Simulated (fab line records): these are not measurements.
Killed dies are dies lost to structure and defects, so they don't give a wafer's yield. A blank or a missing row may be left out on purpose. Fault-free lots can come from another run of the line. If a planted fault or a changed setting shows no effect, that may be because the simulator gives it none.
fab line records | flow n5Finfet
record lots=11 | wafers=30 | lastDay=17
route steps=1938 shown TV_LITHO@1886 PASSIVATION@1908
lots untouched by any fault: they come from a run of this same line in which no faults occurred
startH: hours from the record's first day to the start of the lot's first wafer shown | waitH: hours from the lot's prior step to this one | " repeats the value in the row above | L1.1+2: one row covering several wafers at once | - value missing, or start not given | * or withheld: withheld | < > ~ a bound
route shown NAME@n: a module of which the file shows steps, and the number in the route of the first | usual: the fault-free wafers' mean and standard deviation | same: alike in all rows | chamber/n: place in a boat | sites: readings site by site | _std_site: standard deviation of those values | _edge_site: the outer-site mean with the inner-site mean subtracted | radiusMm: for every site, how far away it sits from the centre of the wafer | mask NAME#n: copy n | behind: tool/chamber where the wafer was last shaped | hold: why the lot was held/for how many hours/how that ended | device: whichever transistor did not switch (one of n, p or np) | end of line: tests of these same wafers at the route's end | where a step has no rows: the recipe by itself | killed: not the wafer's yield, but the dies lost to structure and defects at the first sort | map: shows each die of a wafer: x if killed, . if not, _ if none is there
set.NAME: the run value of the setting; set.NAME@STEP: its run value at that earlier step | model.NAME: the simulator's own value behind a step, which no gauge read
steps of the route over a sample of lots; a table a step, a row a wafer
services: from which hour (startH, from the record's first day; less than 0 if before it) a tool's chamber was out of use, for how many hours, and why
## steps
# step N5_PASSIVATION_DESCUM_12
# recipe chemistry=O2 | timeS=7.9 | sourcePowerW=50 | biasPowerW=20 | pressureMtorr=20 | rfFrequencyHz=2.712e+07 | tempC=40 | o2FlowSccm=225
# usual drypumpMotorCurrentA=5.6/0.47 | oesProductAu=0.80/0.073 | rfVppV=243.4/1.5 | showerheadPlenumPTorr=2.10/0.088 | throttleValvePct=20.4/0.32
lot.wafer | tool       | chamber | startH | waitH | drypumpMotorCurrentA | oesProductAu | rfHoursCounterH | rfVppV | showerheadPlenumPTorr | throttleValvePct
L703.2    | rieDiel-04 | 1       | 266.44 | 0.0   | 5.1                  | 0.94         | 6               | 243.6  | 2.03                  | 20.1
L703.3    | "          | 0       | "      | "     | 6.2                  | 0.82         | 72              | 243.3  | 2.02                  | 20.5
L703.5    | "          | 0       | "      | "     | 6.3                  | 0.81         | -               | 241.6  | 2.02                  | 20.5
L707.1    | rieDiel-04 | 0       | 295.26 | 0.0   | 6.3                  | 0.80         | 80              | 242.7  | 2.01                  | 20.5
L707.2    | "          | 3       | "      | "     | 5.4                  | 0.82         | 68              | 244.4  | 2.22                  | 20.0
L707.5    | "          | 0       | "      | "     | 6.3                  | 0.81         | -               | 243.4  | 2.01                  | 20.5
L705.3    | rieDiel-03 | 1       | 298.75 | 0.3   | 4.9                  | 0.87         | 42              | 244.1  | 2.13                  | 20.4
L705.4    | "          | 1       | "      | "     | 4.9                  | 0.88         | -               | 242.6  | 2.13                  | 20.4
L705.6    | "          | 0       | "      | "     | 5.8                  | 0.69         | -               | 244.6  | 2.19                  | 21.1
L710.2    | rieDiel-04 | 3       | 316.06 | 0.1   | 5.4                  | 0.81         | 76              | 246.6  | 2.22                  | 20.0
L710.3    | "          | 1       | "      | "     | 5.0                  | 0.90         | 21              | 240.7  | 2.03                  | 20.1
L710.4    | "          | 0       | "      | "     | 6.3                  | 0.80         | -               | 242.6  | 2.01                  | 20.5
L712.4    | rieDiel-04 | 1       | 332.27 | 0.3   | 5.0                  | 0.88         | 26              | 242.1  | 2.03                  | 20.1
L712.5    | "          | 3       | "      | "     | 5.4                  | 0.80         | -               | 245.2  | 2.22                  | 20.0
L715.2    | rieDiel-04 | 1       | 357.55 | 0.3   | 5.0                  | 0.88         | 35              | 244.1  | 2.02                  | 20.1
L715.3    | "          | 2       | "      | "     | 5.0                  | 0.70         | 225             | 240.2  | 1.97                  | 20.4
L715.6    | "          | 3       | "      | "     | 5.4                  | 0.79         | -               | 244.8  | 2.22                  | 20.0
L718.1    | rieDiel-04 | 2       | 362.68 | 0.0   | 5.0                  | 0.70         | 227             | 240.8  | 1.97                  | 20.4
L718.2    | "          | 3       | "      | "     | 5.4                  | 0.79         | 92              | 244.7  | 2.22                  | 20.0
L718.6    | "          | 3       | "      | "     | 5.4                  | 0.80         | -               | 246.6  | 2.22                  | 20.0
L716.1    | rieDiel-03 | 0       | 365.35 | 0.0   | 5.8                  | 0.67         | 235             | 243.6  | 2.18                  | 21.1
L716.5    | "          | 0       | "      | "     | 5.8                  | 0.67         | -               | 244.1  | 2.18                  | 21.1
L722.5    | rieDiel-04 | 1       | 383.87 | 0.5   | 5.0                  | 0.86         | -               | 241.8  | 2.02                  | 20.1
L722.6    | "          | 0       | "      | "     | 6.3                  | 0.77         | -               | 242.8  | 2.00                  | 20.6
L726.2    | rieDiel-03 | 0       | 400.33 | 0.0   | 5.8                  | 0.67         | 245             | 245.3  | 2.18                  | 21.1
L726.4    | "          | 3       | "      | "     | 5.9                  | 0.81         | 94              | 243.7  | 2.11                  | 20.4
L726.5    | "          | 2       | "      | "     | 6.0                  | 0.90         | -               | 245.4  | 2.23                  | 20.1
L723.2    | rieDiel-04 | 2       | 400.50 | 0.0   | 5.0                  | 0.70         | 234             | 241.5  | 1.97                  | 20.4
L723.3    | "          | 0       | "      | "     | 6.3                  | 0.77         | 115             | 244.6  | 2.00                  | 20.6
L723.4    | "          | 3       | "      | "     | 5.4                  | 0.78         | 105             | 243.6  | 2.21                  | 20.0
# step N5_PASSIVATION_DESCUM_32
# recipe chemistry=O2 | timeS=7.9 | sourcePowerW=50 | biasPowerW=20 | pressureMtorr=20 | rfFrequencyHz=2.712e+07 | tempC=40 | o2FlowSccm=225
# usual drypumpMotorCurrentA=5.9/0.37 | oesProductAu=0.83/0.063 | rfVppV=243.3/1.2 | showerheadPlenumPTorr=2.10/0.062 | throttleValvePct=20.46/0.21
lot.wafer | tool       | chamber | startH | waitH | drypumpMotorCurrentA | oesProductAu | rfHoursCounterH | rfVppV | showerheadPlenumPTorr | throttleValvePct
L703.2    | rieDiel-02 | 0       | 268.58 | 0.0   | 6.0                  | 0.82         | 90              | 242.8  | 2.11                  | 20.26
L703.3    | "          | 3       | "      | "     | 5.5                  | 0.83         | 52              | 244.4  | 2.15                  | 20.20
L703.5    | "          | 0       | "      | "     | 6.0                  | 0.82         | -               | 243.0  | 2.11                  | 20.26
L707.1    | rieDiel-06 | 1       | 297.08 | 0.0   | 6.5                  | 0.86         | 57              | 244.5  | 2.14                  | 20.73
L707.2    | "          | 2       | "      | "     | 5.7                  | 0.81         | 83              | 240.4  | 2.02                  | 20.32
L707.5    | "          | 3       | "      | "     | 5.4                  | 0.66         | -               | 242.1  | 2.05                  | 20.79
L705.3    | rieDiel-02 | 1       | 301.18 | 0.1   | 5.5                  | 0.70         | 250             | 242.9  | 2.15                  | 20.89
L705.4    | "          | 3       | "      | "     | 5.5                  | 0.81         | 62              | 244.5  | 2.15                  | 20.22
L705.6    | "          | 0       | "      | "     | 6.0                  | 0.80         | -               | 242.8  | 2.11                  | 20.27
L710.2    | rieDiel-01 | 1       | 317.53 | 0.0   | 6.1                  | 0.85         | 48              | 242.9  | 2.06                  | 20.38
L710.3    | "          | 3       | "      | "     | 5.3                  | 0.83         | 78              | 244.8  | 2.22                  | 20.72
L710.4    | "          | 1       | "      | "     | 6.1                  | 0.85         | -               | 242.2  | 2.05                  | 20.37
L712.4    | rieDiel-02 | 0       | 333.83 | 0.0   | 6.0                  | 0.79         | 113             | 242.8  | 2.11                  | 20.29
L712.5    | "          | 2       | "      | "     | 6.2                  | 0.82         | -               | 244.7  | 2.11                  | 20.17
L715.2    | rieDiel-01 | 0       | 359.61 | 0.0   | 6.0                  | 0.78         | 118             | 246.3  | 2.20                  | 20.47
L715.3    | "          | 2       | "      | "     | 5.9                  | 0.90         | 29              | 243.3  | 2.15                  | 20.39
L715.6    | "          | 2       | "      | "     | 5.9                  | 0.91         | -               | 244.0  | 2.15                  | 20.38
L718.1    | rieDiel-06 | 2       | 364.79 | 0.2   | 5.7                  | 0.80         | 109             | 242.5  | 2.01                  | 20.35
L718.2    | "          | 3       | "      | "     | 5.4                  | 0.97         | 16              | 243.2  | 2.04                  | 20.40
L718.6    | "          | 3       | "      | "     | 5.4                  | 0.96         | -               | 243.2  | 2.05                  | 20.39
L716.1    | rieDiel-02 | 1       | 370.99 | 0.2   | 5.5                  | 0.93         | 21              | 244.9  | 2.14                  | 20.62
L716.5    | "          | 0       | "      | "     | 6.0                  | 0.78         | -               | 243.3  | 2.10                  | 20.30
L722.5    | rieDiel-02 | 2       | 385.56 | 0.2   | 6.2                  | 0.81         | -               | 242.5  | 2.10                  | 20.23
L722.6    | "          | 3       | "      | "     | 5.5                  | 0.79         | -               | 243.2  | 2.14                  | 20.26
L726.2    | rieDiel-01 | 2       | 402.11 | 0.0   | 5.9                  | 0.90         | 45              | 243.0  | 2.14                  | 20.40
L726.4    | "          | 3       | "      | "     | 5.3                  | 0.79         | 109             | 245.0  | 2.21                  | 20.77
L726.5    | "          | 3       | "      | "     | 5.3                  | 0.79         | -               | 246.3  | 2.21                  | 20.77
L723.2    | rieDiel-06 | 1       | 402.28 | 0.0   | 6.5                  | 0.81         | 96              | 243.3  | 2.13                  | 20.80
L723.3    | "          | 3       | "      | "     | 5.4                  | 0.92         | 28              | 242.8  | 2.04                  | 20.40
L723.4    | "          | 0       | "      | "     | 6.2                  | 0.79         | 104             | 241.4  | 2.02                  | 20.72
# step N5_PASSIVATION_AL_ETCH_33
# recipe chemistry=Cl2/BCl3 | targetDepthA=28000 | overEtchFrac=0.15 | Cl2_flow_sccm=180 | bcl3FlowSccm=60 | target=Al | stopOn=TaN | timeS=466.7 | ionEnergyEv=100 | pressureMtorr=10 | icpW=900 | biasW=100
# usual drypumpMotorCurrentA=5.85/0.18 | oesProductAu=0.68/0.046 | throttleValvePct=34.3/0.39
lot.wafer | tool        | chamber | startH | waitH | drypumpMotorCurrentA | oesProductAu | rfHoursCounterH | throttleValvePct
L703.2    | rieMetal-01 | 0       | 268.67 | 0.1   | 5.85                 | 0.68         | 50              | 33.9
L703.3    | "           | 1       | "      | "     | 5.83                 | 0.68         | -               | 34.8
L703.5    | "           | 1       | "      | "     | 5.81                 | 0.68         | -               | 34.8
L707.1    | rieMetal-03 | 0       | 297.17 | 0.1   | 6.00                 | 0.66         | 68              | 33.9
L707.2    | "           | 1       | "      | "     | 6.06                 | 0.80         | 12              | 34.7
L707.5    | "           | 1       | "      | "     | 6.06                 | 0.80         | -               | 34.8
L705.3    | rieMetal-03 | 1       | 301.40 | 0.2   | 6.04                 | 0.78         | -               | 34.8
L705.4    | "           | 0       | "      | "     | 6.02                 | 0.66         | -               | 33.9
L705.6    | "           | 1       | "      | "     | 6.06                 | 0.79         | -               | 34.8
L710.2    | rieMetal-01 | 1       | 317.61 | 0.1   | 5.84                 | 0.67         | 52              | 34.8
L710.3    | "           | 0       | "      | "     | 5.83                 | 0.67         | -               | 33.9
L710.4    | "           | 1       | "      | "     | 5.86                 | 0.66         | -               | 34.8
L712.4    | rieMetal-03 | 1       | 334.05 | 0.2   | 6.07                 | 0.77         | -               | 34.8
L712.5    | "           | 0       | "      | "     | 6.03                 | 0.63         | -               | 34.0
L715.2    | rieMetal-01 | 0       | 359.70 | 0.1   | 5.82                 | 0.67         | 58              | 33.9
L715.3    | "           | 1       | "      | "     | 5.82                 | 0.67         | -               | 34.8
L715.6    | "           | 1       | "      | "     | 5.82                 | 0.68         | -               | 34.7
L718.1    | rieMetal-02 | 0       | 364.88 | 0.1   | 5.64                 | 0.66         | 45              | 34.2
L718.2    | "           | 1       | "      | "     | 5.48                 | 0.65         | 56              | 34.0
L718.6    | "           | 0       | "      | "     | 5.65                 | 0.68         | -               | 34.2
L716.1    | rieMetal-01 | 0       | 371.07 | 0.1   | 5.84                 | 0.66         | 59              | 34.0
L716.5    | "           | 0       | "      | "     | 5.83                 | 0.66         | -               | 33.9
L722.5    | rieMetal-03 | 1       | 385.88 | 0.3   | 6.04                 | 0.77         | -               | 34.8
L722.6    | "           | 0       | "      | "     | 6.03                 | 0.64         | -               | 33.9
L726.2    | rieMetal-01 | 0       | 402.19 | 0.1   | 5.83                 | 0.65         | 63              | 34.0
L726.4    | "           | 1       | "      | "     | 5.79                 | 0.65         | -               | 34.8
L726.5    | "           | 0       | "      | "     | 5.85                 | 0.65         | -               | 34.0
L723.2    | rieMetal-03 | 1       | 402.36 | 0.1   | 6.06                 | 0.75         | 23              | 34.8
L723.3    | "           | 1       | "      | "     | 6.05                 | 0.75         | -               | 34.8
L723.4    | "           | 0       | "      | "     | 6.02                 | 0.63         | -               | 34.0
# step N5_PASSIVATION_PECVD_53
# recipe material=SiO2 | targetThkA=8000 | tempC=400 | precursor=TEOS/O2 | pressureTorr=6.5 | rfW=withheld | teosFlowSccm=withheld | gas=O2 | flowSccm=2650 | timeS=169.4
# usual runLengthS=197.2/0.61
lot.wafer | tool     | chamber | startH | waitH | runLengthS
L703.2    | pecvd-03 | 1       | 269.68 | 0.0   | 196.8
L703.3    | "        | 2       | "      | "     | 198.7
L703.5    | "        | 0       | "      | "     | 197.1
L707.1    | pecvd-01 | 0       | 298.19 | 0.0   | 197.1
L707.2    | "        | 1       | "      | "     | 196.9
L707.5    | "        | 0       | "      | "     | 197.1
L705.3    | pecvd-02 | 2       | 302.35 | 0.0   | 196.5
L705.4    | "        | 0       | "      | "     | 197.1
L705.6    | "        | 1       | "      | "     | 197.3
L710.2    | pecvd-01 | 0       | 318.63 | 0.0   | 197.8
L710.3    | "        | 2       | "      | "     | 197.4
L710.4    | "        | 1       | "      | "     | 196.4
L712.4    | pecvd-01 | 0       | 334.99 | 0.1   | 197.9
L712.5    | "        | 2       | "      | "     | 148.9
L715.2    | pecvd-01 | 2       | 360.71 | 0.0   | 149.0
L715.3    | "        | 1       | "      | "     | 196.0
L715.6    | "        | 2       | "      | "     | 197.3
L718.1    | pecvd-02 | 0       | 366.05 | 0.0   | 196.8
L718.2    | "        | 1       | "      | "     | 198.3
L718.6    | "        | 2       | "      | "     | 196.5
L716.1    | pecvd-01 | 0       | 372.10 | 0.0   | 197.4
L716.5    | "        | 0       | "      | "     | 149.2
L722.5    | pecvd-02 | 0       | 386.69 | 0.1   | 197.3
L722.6    | "        | 1       | "      | "     | 197.2
L726.2    | pecvd-03 | 2       | 403.21 | 0.0   | 198.9
L726.4    | "        | 0       | "      | "     | 197.7
L726.5    | "        | 2       | "      | "     | 198.0
L723.2    | pecvd-02 | 0       | 403.38 | 0.0   | 197.0
L723.3    | "        | 2       | "      | "     | 196.5
L723.4    | "        | 1       | "      | "     | 197.1
# step N5_PASSIVATION_PROBE_49
# usual defectLimitedYield=91.2/1.3 | killed_at_M0_to_M3=34/10 | killed_at_M4_up=13/4.6 | killedAtContacts=13/5.5 | killedAtFrontEnd=41/12 | killedAtOther=2.8/2.4 | killedDies=104/16 | killedOpen=67/12 | killedShort=33/7.2 | sort_bin_4_leakage=0.00/0.012 | sort_bin_5_function=5.1/0.86 | sort_bin_6_memory=3.3/0.62 | sortNPass=1076/16 | sortYieldPct=91.2/1.3
# same grossDies=1180 | killedAtBackSide=0 | sort_bin_8_speed[%]=0
lot.wafer | tool      | chamber | startH | waitH | defectLimitedYield[%] | killed_at_M0_to_M3 | killed_at_M4_up | killedAtContacts | killedAtFrontEnd | killedAtOther | killedDies | killedOpen | killedShort | sort_bin_4_leakage[%] | sort_bin_5_function[%] | sort_bin_6_memory[%] | sortNPass | sortYieldPct[%]
L716.1    | prober-01 | -       | 376.01 | 0.0   | 92.2                  | 27                 | 18              | 13               | 33               | 1             | 92         | 55         | 33          | 0                     | 4.3                    | 2.9                  | 1088      | 92.2
L716.5    | prober-01 | -       | 376.21 | 0.2   | 92.2                  | 21                 | 12              | 8                | 47               | 4             | 92         | 57         | 30          | 0                     | 4.4                    | 3.2                  | 1088      | 92.2
# killed by level:class
L716.1 FIN_SAQP:geometricParticle:open=17 MOL_CONTACT_COAG:geometricParticle:open=9 BEOL_M0_SAQP:geometricParticle:short=7 BEOL_M0_SAQP:geometricParticle:open=7 FIN_SAQP:geometricParticle:short=4 GATE_CUT:geometricParticle:short=4 MOL_CONTACT_COAG:geometricParticle:short=4 BEOL_M3:geometricParticle:open=3
L716.5 FIN_SAQP:geometricParticle:open=16 FIN_SAQP:geometricParticle:short=10 MOL_CONTACT_COAG:geometricParticle:open=7 BEOL_M2:geometricParticle:open=5 BEOL_M3:geometricParticle:open=4 FIN_CUT:geometricParticle:open=3 SPACER0:geometricParticle:short=3 GATE_CUT:geometricParticle:short=3
## services
tool        | chamber | startH | hours | kind
rieDiel-01  | 2       | 254.45 | 7.3   | repair
rieDiel-01  | 2       | 261.77 | -     | clean
rieDiel-01  | 2       | 261.77 | -     | consumableReplace:focusRing
pecvd-01    | -       | 266.59 | 2.8   | pm
rieMetal-02 | 0       | 279.63 | 9.4   | repair
rieDiel-02  | 1       | 302.20 | -     | clean
rieDiel-02  | 1       | 302.20 | -     | consumableReplace:focusRing
rieDiel-02  | 1       | 302.20 | 17.0  | scheduledDown
rieDiel-02  | 1       | 302.20 | 17.0  | ventCycle
rieDiel-04  | 2       | 310.40 | 11.5  | repair
rieDiel-01  | 2       | 315.73 | 7.1   | repair
rieMetal-01 | -       | 340.25 | 9.7   | repair
pecvd-03    | 0       | 344.56 | 12.3  | repair
rieDiel-02  | 3       | 350.59 | 13.3  | repair
pecvd-02    | 1       | 357.92 | 2.1   | scheduledDown
pecvd-01    | 1       | 365.10 | 21.0  | repair
rieDiel-02  | 1       | 372.17 | 3.1   | repair
rieDiel-04  | 2       | 377.70 | 15.9  | repair
pecvd-02    | 2       | 378.34 | 2.1   | scheduledDown
rieDiel-03  | 3       | 383.78 | 2.1   | repair
pecvd-01    | 1       | 390.38 | 8.5   | repair
pecvd-01    | 2       | 390.56 | 2.1   | scheduledDown
rieDiel-03  | 0       | 402.34 | 8.1   | repair
rieDiel-02  | 0       | 402.83 | 7.8   | repair
## key
firstSign step=N5_PASSIVATION_PECVD_53 | reading=runLengthS | direction=down | sigmas=79 | usual=* | struck=*
effect none on later readings
metAt N5_PASSIVATION_PECVD_53
struckLots L712,L715,L716
struckWafers L712.5,L715.2,L716.5
notActingAt N5_PASSIVATION_DESCUM_12,N5_PASSIVATION_DESCUM_32,N5_PASSIVATION_AL_ETCH_33
onsetBetween 318.63 334.99
fault kind=processParameterDrift | tool=pecvd-01 | chamber=- | onsetH=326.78 | steps=N5_PASSIVATION_PECVD_53 | channel=timeS | offset=* | shape=step | endH=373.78 | scope=struckWafersOnly | actsIn=* | stated=*
